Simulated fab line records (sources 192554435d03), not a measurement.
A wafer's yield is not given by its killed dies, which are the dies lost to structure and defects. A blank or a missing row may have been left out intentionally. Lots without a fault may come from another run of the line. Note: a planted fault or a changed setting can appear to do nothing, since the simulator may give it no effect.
fab line records ; flow n5-finfet
record: lots: 10; wafers: 30; last-day: 18
route steps=1938 shown BEOL_M3@1008 BEOL_M4@1023 PASSIVATION@1936
lots untouched by any fault: they come from a run of this same line in which no faults occurred
start-h: hours from the record's opening day to when the first of the lot's shown wafers began ; wait-h: how many hours have passed since the lot's step before this one ; " unchanged from the row above ; L1.1+2: a row that stands for several wafers ; - value missing, or start not given ; * or withheld: withheld ; < > ~ a bound
route shown NAME@n: NAME is a module with steps in the file, n the number in the route of the first one ; usual: average and standard deviation across the fault-free wafers ; same: alike in all rows ; chamber/n: place in a boat ; sites: per-site readings ; _std_site: standard deviation across them ; _edge_site: outer sites' mean less inner sites' ; radius-mm: for every site, how far away it sits from the centre of the wafer ; mask NAME#n: copy n ; behind: the most recent tool/chamber to have shaped the wafer ; hold: cause of the lot's hold/its duration in hours/its outcome ; device: the n, p or np transistor that did not switch ; end of line: tests run on the same wafers once the route is complete ; for a step that has no rows: nothing shown but its recipe ; killed: count of dies lost to structure and defects at first sort (not the wafer's yield) ; map: dies across one wafer; x = killed, . = not, _ = none there
set.NAME: the setting the step ran with; set.NAME@STEP: the setting that earlier step ran with ; model.NAME: the simulator's own value behind a step, which no gauge read
one table for each step of the route and one row for each wafer, over a sample of lots
services: a tool's chamber out of use, with start hour (start-h, from the record's first day; less than 0 if before it), hours out, and reason
== steps ==
step: N5_BEOL_M3_SPUTTER_94
recipe: material: Cu; target-thk-a: 45; temp-c: -20; chamber-pressure-pa: 0.07; power-w: withheld; time-s: 8.29
usual: throttle-valve-pct: 30.1/1.1
lot.wafer;tool;chamber;start-h;wait-h;throttle-valve-pct
L320.3;pvd-sputter-01;-;161.22;0.1;29.6
L320.4;pvd-sputter-01;-;161.22;0.1;28.9
L320.6;pvd-sputter-01;-;161.22;0.1;29.4
L321.1;pvd-sputter-01;-;172.48;0.1;29.6
L321.2;pvd-sputter-01;-;172.48;0.1;31.2
L321.6;pvd-sputter-01;-;172.48;0.1;28.6
L322.3;pvd-sputter-03;-;180.94;0.1;29.4
L322.4;pvd-sputter-03;-;180.94;0.1;28.7
L322.5;pvd-sputter-03;-;180.94;0.1;31.5
L325.2;pvd-sputter-01;-;198.73;0.1;31.2
L325.3;pvd-sputter-01;-;198.73;0.1;28.8
L325.6;pvd-sputter-01;-;198.73;0.1;28.7
L327.1;pvd-sputter-02;-;211.18;0.1;31.0
L327.3;pvd-sputter-02;-;211.18;0.1;30.8
L327.4;pvd-sputter-02;-;211.18;0.1;29.8
L333.2;pvd-sputter-03;-;241.49;0.1;31.6
L333.3;pvd-sputter-03;-;241.49;0.1;31.2
L333.4;pvd-sputter-03;-;241.49;0.1;29.2
L331.1;pvd-sputter-01;-;242.00;0.1;29.6
L331.3;pvd-sputter-01;-;242.00;0.1;28.6
L331.5;pvd-sputter-01;-;242.00;0.1;28.9
L341.2;pvd-sputter-02;-;290.25;0.1;31.3
L341.3;pvd-sputter-02;-;290.25;0.1;29.6
L341.5;pvd-sputter-02;-;290.25;0.1;31.1
L339.2;pvd-sputter-01;-;291.61;0.1;29.3
L339.3;pvd-sputter-01;-;291.61;0.1;29.0
L339.6;pvd-sputter-01;-;291.61;0.1;31.1
L340.3;pvd-sputter-02;-;295.01;0.1;30.9
L340.4;pvd-sputter-02;-;295.01;0.1;29.6
L340.5;pvd-sputter-02;-;295.01;0.1;31.2
step: N5_BEOL_M3_ANNEAL_51
recipe: temp-c: 225; time-s: 90; ambient: N2
usual: wafer_temp_C_max: 225.76/0.22
lot.wafer;tool;chamber;start-h;wait-h;wafer_temp_C_max
L320.3;rtp-anneal-02;0;161.72;0.1;225.88
L320.4;rtp-anneal-02;0;161.72;0.1;225.40
L320.6;rtp-anneal-02;0;161.72;0.1;225.61
L321.1;rtp-anneal-01;0;172.90;0.1;226.03
L321.2;rtp-anneal-01;0;172.90;0.1;226.01
L321.6;rtp-anneal-01;0;172.90;0.1;225.71
L322.3;rtp-anneal-01;0;181.45;0.1;226.00
L322.4;rtp-anneal-01;0;181.45;0.1;226.49
L322.5;rtp-anneal-01;0;181.45;0.1;226.12
L325.2;rtp-anneal-01;0;199.83;0.7;225.68
L325.3;rtp-anneal-01;0;199.83;0.7;225.87
L325.6;rtp-anneal-01;0;199.83;0.7;226.34
L327.1;rtp-anneal-02;0;211.60;0.1;225.78
L327.3;rtp-anneal-02;0;211.60;0.1;225.76
L327.4;rtp-anneal-02;0;211.60;0.1;225.64
L333.2;rtp-anneal-02;0;241.95;0.1;225.90
L333.3;rtp-anneal-02;0;241.95;0.1;225.71
L333.4;rtp-anneal-02;0;241.95;0.1;225.64
L331.1;rtp-anneal-02;0;242.63;0.3;225.64
L331.3;rtp-anneal-02;0;242.63;0.3;225.77
L331.5;rtp-anneal-02;0;242.63;0.3;225.88
L341.2;rtp-anneal-02;0;290.88;0.3;225.63
L341.3;rtp-anneal-02;0;290.88;0.3;225.64
L341.5;rtp-anneal-02;0;290.88;0.3;225.72
L339.2;rtp-anneal-01;0;292.07;0.1;225.57
L339.3;rtp-anneal-01;0;292.07;0.1;226.03
L339.6;rtp-anneal-01;0;292.07;0.1;225.79
L340.3;rtp-anneal-02;0;295.52;0.1;225.53
L340.4;rtp-anneal-02;0;295.52;0.1;225.55
L340.5;rtp-anneal-02;0;295.52;0.1;225.79
step: N5_BEOL_M3_RS_MEAS_58
recipe: thk-meas-gauge: four-point-probe; reads: Co_of_BEOL_M3_CO_CAP_55+Cu_of_BEOL_M3_ECD_50+Co_of_BEOL_M3_CVD_47+TaN_of_BEOL_M3_ALD_84
usual: M3_RS: 0.67/0.031
lot.wafer;tool;chamber;start-h;wait-h;M3_RS[ohm/sq]
L320.3;film-metro-02;-;162.49;0.1;0.65
L320.4;film-metro-02;-;162.49;0.1;0.66
L320.6;film-metro-02;-;162.49;0.1;0.67
L321.1;film-metro-01;-;175.60;0.0;0.65
L321.2;film-metro-01;-;175.60;0.0;0.72
L321.6;film-metro-01;-;175.60;0.0;0.64
L322.3;film-metro-02;-;182.35;0.2;0.70
L322.4;film-metro-02;-;182.35;0.2;0.71
L322.5;film-metro-02;-;182.35;0.2;0.66
L325.2;film-metro-01;-;200.81;0.1;0.67
L325.3;film-metro-01;-;200.81;0.1;0.70
L325.6;film-metro-01;-;200.81;0.1;0.66
L327.1;film-metro-01;-;212.45;0.0;0.68
L327.3;film-metro-01;-;212.45;0.0;0.70
L327.4;film-metro-01;-;212.45;0.0;0.59
L333.2;film-metro-02;-;242.76;0.1;0.62
L333.3;film-metro-02;-;242.76;0.1;0.68
L333.4;film-metro-02;-;242.76;0.1;0.68
L331.1;film-metro-02;-;243.48;0.0;0.72
L331.3;film-metro-02;-;243.48;0.0;0.67
L331.5;film-metro-02;-;243.48;0.0;0.64
L341.2;film-metro-01;-;291.69;0.1;0.70
L341.3;film-metro-01;-;291.69;0.1;0.67
L341.5;film-metro-01;-;291.69;0.1;0.62
L339.2;film-metro-02;-;292.88;0.1;0.69
L339.3;film-metro-02;-;292.88;0.1;0.71
L339.6;film-metro-02;-;292.88;0.1;0.68
L340.3;film-metro-02;-;296.29;0.1;0.64
L340.4;film-metro-02;-;296.29;0.1;0.62
L340.5;film-metro-02;-;296.29;0.1;0.62
step: N5_BEOL_M4_PECVD_72
recipe: material: SiO2; target-thk-a: 160; temp-c: 400; precursor: TEOS/O2; pressure-torr: 5.5; rf-w: 450; teos-flow-sccm: 53.8; gas: O2; flow-sccm: 3000; time-s: 18
usual: heater-power-w: 712/98; showerhead-plenum-p-Torr: 8.79/0.07; throttle-valve-pct: 22.5/1.4
lot.wafer;tool;chamber;start-h;wait-h;heater-power-w;showerhead-plenum-p-Torr;throttle-valve-pct
L320.3;pecvd-02;2;162.65;0.0;679;8.77;21.0
L320.4;pecvd-02;0;162.65;0.0;646;8.86;23.7
L320.6;pecvd-02;2;162.65;0.0;694;8.79;20.8
L321.1;pecvd-02;2;175.77;0.0;670;8.76;21.1
L321.2;pecvd-02;1;175.77;0.0;711;8.76;24.7
L321.6;pecvd-02;1;175.77;0.0;722;8.74;24.5
L322.3;pecvd-01;1;182.52;0.0;902;8.89;24.2
L322.4;pecvd-01;0;182.52;0.0;618;8.82;21.6
L322.5;pecvd-01;1;182.52;0.0;868;8.91;24.0
L325.2;pecvd-02;0;201.00;0.1;750;8.86;23.5
L325.3;pecvd-02;0;201.00;0.1;712;8.90;23.4
L325.6;pecvd-02;0;201.00;0.1;733;8.87;23.4
L327.1;pecvd-01;1;212.62;0.0;928;8.91;24.1
L327.3;pecvd-01;2;212.62;0.0;825;8.66;21.4
L327.4;pecvd-01;1;212.62;0.0;912;8.93;24.1
L333.2;pecvd-02;2;242.92;0.0;636;8.76;21.3
L333.3;pecvd-02;0;242.92;0.0;705;8.86;23.5
L333.4;pecvd-02;2;242.92;0.0;657;8.79;21.4
L331.1;pecvd-02;0;243.65;0.0;800;8.86;23.7
L331.3;pecvd-02;1;243.65;0.0;607;8.75;24.7
L331.5;pecvd-02;2;243.65;0.0;768;8.77;21.4
L341.2;pecvd-02;1;291.85;0.0;712;8.76;24.9
L341.3;pecvd-02;2;291.85;0.0;736;8.79;21.7
L341.5;pecvd-02;0;291.85;0.0;775;8.86;23.7
L339.2;pecvd-04;1;293.04;0.0;630;8.67;22.0
L339.3;pecvd-04;2;293.04;0.0;585;8.87;20.8
L339.6;pecvd-04;1;293.04;0.0;638;8.67;21.8
L340.3;pecvd-04;2;296.46;0.0;686;8.80;20.7
L340.4;pecvd-04;0;296.46;0.0;602;8.77;21.1
L340.5;pecvd-04;1;296.46;0.0;621;8.68;21.7
step: N5_BEOL_M4_INSPECT_13
recipe: mode: adi; inspect-instrument: brightfield
usual: raw-defect-count: 404/110
lot.wafer;tool;chamber;start-h;wait-h;raw-defect-count
L320.3;defect-inspect-01;-;165.30;0.0;508
L320.4;defect-inspect-01;-;165.30;0.0;340
L320.6;defect-inspect-01;-;165.30;0.0;349
L321.1;defect-inspect-02;-;176.71;0.1;445
L321.2;defect-inspect-02;-;176.71;0.1;433
L321.6;defect-inspect-02;-;176.71;0.1;375
L322.3;defect-inspect-01;-;187.13;0.0;384
L322.4;defect-inspect-01;-;187.13;0.0;310
L322.5;defect-inspect-01;-;187.13;0.0;354
L325.2;defect-inspect-02;-;203.53;0.0;492
L325.3;defect-inspect-02;-;203.53;0.0;418
L325.6;defect-inspect-02;-;203.53;0.0;556
L327.1;defect-inspect-01;-;213.19;0.1;798
L327.3;defect-inspect-01;-;213.19;0.1;831
L327.4;defect-inspect-01;-;213.19;0.1;960
L333.2;defect-inspect-01;-;244.17;0.0;368
L333.3;defect-inspect-01;-;244.17;0.0;295
L333.4;defect-inspect-01;-;244.17;0.0;291
L331.1;defect-inspect-01;-;246.40;0.1;654
L331.3;defect-inspect-01;-;246.40;0.1;621
L331.5;defect-inspect-01;-;246.40;0.1;515
L341.2;defect-inspect-02;-;292.67;0.0;335
L341.3;defect-inspect-02;-;292.67;0.0;424
L341.5;defect-inspect-02;-;292.67;0.0;473
L339.2;defect-inspect-01;-;293.86;0.0;345
L339.3;defect-inspect-01;-;293.86;0.0;276
L339.6;defect-inspect-01;-;293.86;0.0;213
L340.3;defect-inspect-02;-;297.23;0.0;303
L340.4;defect-inspect-02;-;297.23;0.0;512
L340.5;defect-inspect-02;-;297.23;0.0;321
step: N5_BEOL_M4_RC_MEAS_101
usual: DIBL_N: 37.0/1.7; DIBL_P: 36.7/2; IOFF_N: 0.17/0.035; IOFF_P: 0.22/0.035; ION_N: 672/12; ION_P: 461/7.5; SS_N: 71.6/0.67; SS_P: 73.4/0.64; VT_N: 250/3.5; VT_P: -250/3.5
lot.wafer;tool;chamber;start-h;wait-h;DIBL_N[mV/V];DIBL_P[mV/V];IOFF_N[nA/um];IOFF_P[nA/um];ION_N[uA/um];ION_P[uA/um];SS_N[mV/dec];SS_P[mV/dec];VT_N[mV];VT_P[mV]
L320.3;prober-01;0;176.08;0.3;38.7;41.7;0.22;0.27;674;463;72.6;75.0;248;-248
L320.4;prober-01;0;176.08;0.3;37.0;39.1;0.16;0.20;664;454;73.0;73.4;254;-251
L320.6;prober-01;0;176.08;0.3;35.7;36.9;0.14;0.18;645;445;72.5;73.1;256;-253
L321.1;prober-02;0;187.31;0.0;37.0;36.5;0.17;0.25;665;462;71.7;73.2;249;-244
L321.2;prober-02;0;187.31;0.0;37.2;36.3;0.19;0.25;675;467;72.0;73.1;245;-246
L321.6;prober-02;0;187.31;0.0;36.3;36.4;0.18;0.25;685;473;71.3;73.8;244;-247
L322.3;prober-01;0;192.97;0.3;37.8;36.6;0.17;0.21;675;459;71.3;73.5;247;-249
L322.4;prober-01;0;192.97;0.3;36.9;35.6;0.15;0.19;657;451;71.4;73.4;247;-249
L322.5;prober-01;0;192.97;0.3;35.3;33.9;0.12;0.18;650;447;70.9;72.8;252;-250
L325.2;prober-01;0;213.50;0.2;36.4;35.2;0.15;0.18;681;461;71.3;72.5;251;-253
L325.3;prober-01;0;213.50;0.2;38.4;37.3;0.18;0.22;685;458;72.1;72.7;248;-252
L325.6;prober-01;0;213.50;0.2;38.2;37.7;0.18;0.23;691;469;72.2;73.2;249;-252
L327.1;prober-01;0;219.44;0.0;36.7;37.4;0.17;0.20;681;467;71.9;74.2;252;-252
L327.3;prober-01;0;219.44;0.0;36.6;37.3;0.16;0.20;673;464;71.7;73.3;252;-256
L327.4;prober-01;0;219.44;0.0;36.5;36.7;0.15;0.20;662;454;71.5;73.5;254;-253
L333.2;prober-02;0;250.05;0.2;37.9;37.6;0.20;0.24;662;461;72.1;73.2;247;-247
L333.3;prober-02;0;250.05;0.2;37.5;37.4;0.17;0.24;668;462;71.8;73.2;249;-250
L333.4;prober-02;0;250.05;0.2;35.4;35.6;0.14;0.21;665;464;71.1;73.1;251;-249
L331.1;prober-01;0;253.10;0.0;34.3;34.0;0.12;0.17;666;456;70.6;72.4;254;-257
L331.3;prober-01;0;253.10;0.0;31.9;31.3;0.09;0.13;649;452;69.8;71.8;256;-259
L331.5;prober-01;0;253.10;0.0;33.6;33.3;0.11;0.16;664;456;70.4;72.3;254;-257
L341.2;prober-02;0;300.09;0.2;37.0;35.8;0.15;0.21;680;467;71.1;73.7;250;-247
L341.3;prober-02;0;300.09;0.2;35.9;34.6;0.13;0.19;658;460;70.7;72.8;251;-250
L341.5;prober-02;0;300.09;0.2;39.1;38.2;0.19;0.25;690;470;72.1;73.5;246;-248
L339.2;prober-02;0;302.36;0.2;36.6;36.8;0.13;0.17;658;447;71.6;73.4;256;-257
L339.3;prober-02;0;302.36;0.2;39.4;40.1;0.18;0.21;662;452;72.6;73.8;249;-251
L339.6;prober-02;0;302.36;0.2;38.0;38.7;0.15;0.19;664;454;71.6;74.3;253;-254
L340.3;prober-02;0;322.71;0.3;35.5;34.4;0.15;0.20;675;467;72.0;73.6;250;-250
L340.4;prober-02;0;322.71;0.3;36.0;35.2;0.16;0.22;678;466;71.8;73.5;246;-249
L340.5;prober-02;0;322.71;0.3;35.8;34.2;0.14;0.20;664;461;71.2;73.1;251;-252
step: N5_PASSIVATION_PROBE_49
usual: defect-limited-yield: 91.1/1.3; killed_at_M0_to_M3: 35/11; killed_at_M4_up: 13/5.4; killed-at-contacts: 14/6.5; killed-at-front-end: 41/11; killed-at-other: 4/3.1; killed-dies: 106/15; killed-open: 69/12; killed-short: 35/7; sort_bin_5_function: 5.2/0.86; sort_bin_6_memory: 3.4/0.64; sort-n-pass: 1074/15; sort-yield-pct: 91.0/1.3
same: gross-dies: 1180; killed-at-back-side: 0; sort_bin_4_leakage[%]: 0; sort_bin_8_speed[%]: 0
lot.wafer;tool;chamber;start-h;wait-h;defect-limited-yield[%];killed_at_M0_to_M3;killed_at_M4_up;killed-at-contacts;killed-at-front-end;killed-at-other;killed-dies;killed-open;killed-short;sort_bin_5_function[%];sort_bin_6_memory[%];sort-n-pass;sort-yield-pct[%]
L327.1;prober-01;-;315.95;0.0;84.9;21;108;16;30;3;178;54;23;9.6;4.7;1002;84.9
L327.3;prober-01;-;316.05;0.1;84.2;26;101;11;44;4;186;55;29;10.6;3.7;994;84.2
L327.4;prober-01;-;316.10;0.2;83.8;21;100;13;51;6;191;55;40;10.1;4.4;989;83.8
L331.1;prober-01;-;352.65;0.0;87.6;34;20;19;73;0;146;100;42;6.9;4.7;1034;87.6
L331.3;prober-01;-;352.75;0.1;89.7;33;17;13;52;6;121;91;27;6.4;3.8;1059;89.7
L331.5;prober-01;-;352.85;0.2;91.9;27;10;16;41;2;96;68;25;5.2;2.8;1084;91.9
killed by level:class
L327.1 BEOL_M4:unspecified=100 FIN_SAQP:geometric-particle:open=11 MOL_CONTACT_COAG:geometric-particle:open=11 MOL_CONTACT_COAG:geometric-particle:short=5 BEOL_M0_SAQP:geometric-particle:open=5 BEOL_M3:geometric-particle:open=5 GATE_CUT:geometric-particle:short=4 BEOL_M0_SAQP:geometric-particle:short=4
L327.3 BEOL_M4:unspecified=98 STI_FIN_REVEAL:geometric-particle:open=15 MOL_CONTACT_COAG:geometric-particle:open=8 GATE_CUT:geometric-particle:short=5 BEOL_M0_SAQP:geometric-particle:open=5 BEOL_M3:geometric-particle:open=5 FIN_SAQP:geometric-particle:short=4 STI_FIN_REVEAL:geometric-particle:short=4
L327.4 BEOL_M4:unspecified=95 FIN_SAQP:geometric-particle:short=12 MOL_CONTACT_COAG:geometric-particle:open=11 STI_FIN_REVEAL:geometric-particle:open=7 BEOL_M3:geometric-particle:open=7 FIN_SAQP:geometric-particle:open=6 GATE_CUT:geometric-particle:short=4 BEOL_M0_SAQP:geometric-particle:open=4
L331.1 FIN_SAQP:geometric-particle:open=25 FIN_SAQP:geometric-particle:short=18 STI_FIN_REVEAL:geometric-particle:open=15 MOL_CONTACT_COAG:geometric-particle:open=15 BEOL_M2:geometric-particle:open=10 BEOL_M0_SAQP:geometric-particle:open=6 BEOL_M4:geometric-particle:open=6 BEOL_M0_SAQP:geometric-particle:short=5
L331.3 STI_FIN_REVEAL:geometric-particle:open=28 MOL_CONTACT_COAG:geometric-particle:open=12 BEOL_M2:geometric-particle:open=12 FIN_SAQP:geometric-particle:open=7 BEOL_M4:geometric-particle:open=6 STI_FIN_REVEAL:geometric-particle:short=4 BEOL_M2:geometric-particle:short=4 BEOL_M7:geometric-particle:open=4
L331.5 MOL_CONTACT_COAG:geometric-particle:open=16 STI_FIN_REVEAL:geometric-particle:open=14 FIN_SAQP:geometric-particle:open=11 BEOL_M2:geometric-particle:open=11 FIN_SAQP:geometric-particle:short=7 BEOL_M0_SAQP:geometric-particle:open=4 BEOL_M4:geometric-particle:short=4 BEOL_M4:geometric-particle:open=4
== services ==
tool;chamber;start-h;hours;kind
pecvd-02;1;165.01;5.5;scheduled-down
pvd-sputter-03;-;172.58;5.0;repair
pecvd-02;2;183.09;2.1;scheduled-down
pecvd-02;2;186.39;16.3;repair
pecvd-01;-;192.75;2.8;pm
pecvd-04;2;202.38;-;clean
pecvd-04;2;202.38;-;consumable-replace:showerhead
pecvd-04;2;202.38;29.0;scheduled-down
pecvd-04;2;202.38;29.0;vent-cycle
pecvd-04;-;206.89;0.8;repair
pecvd-01;-;214.89;2.5;repair
rtp-anneal-01;-;272.61;3.5;pm
== key ==
first-sign: step: N5_BEOL_M4_INSPECT_13; reading: raw-defect-count; direction: up; sigmas: 4.3; usual: 404; struck: 863
effect: step: N5_PASSIVATION_PROBE_49; reading: killed_at_M4_up; direction: up; sigmas: 17; usual: 13; struck: 103
more-kills-born-at: N5_BEOL_M4_PECVD_72@pecvd-01: 293
met-at N5_BEOL_M4_PECVD_72
struck-lots L327
not-acting-at N5_BEOL_M3_SPUTTER_94,N5_BEOL_M3_ANNEAL_51,N5_BEOL_M3_RS_MEAS_58
onset-between 182.52 212.62
fault: kind: chamber-particle-source; tool: pecvd-01; chamber: -; onset-h: 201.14; steps: N5_BEOL_M4_PECVD_72; rate-per-visit-cm2: 0.43529; end-h: 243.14
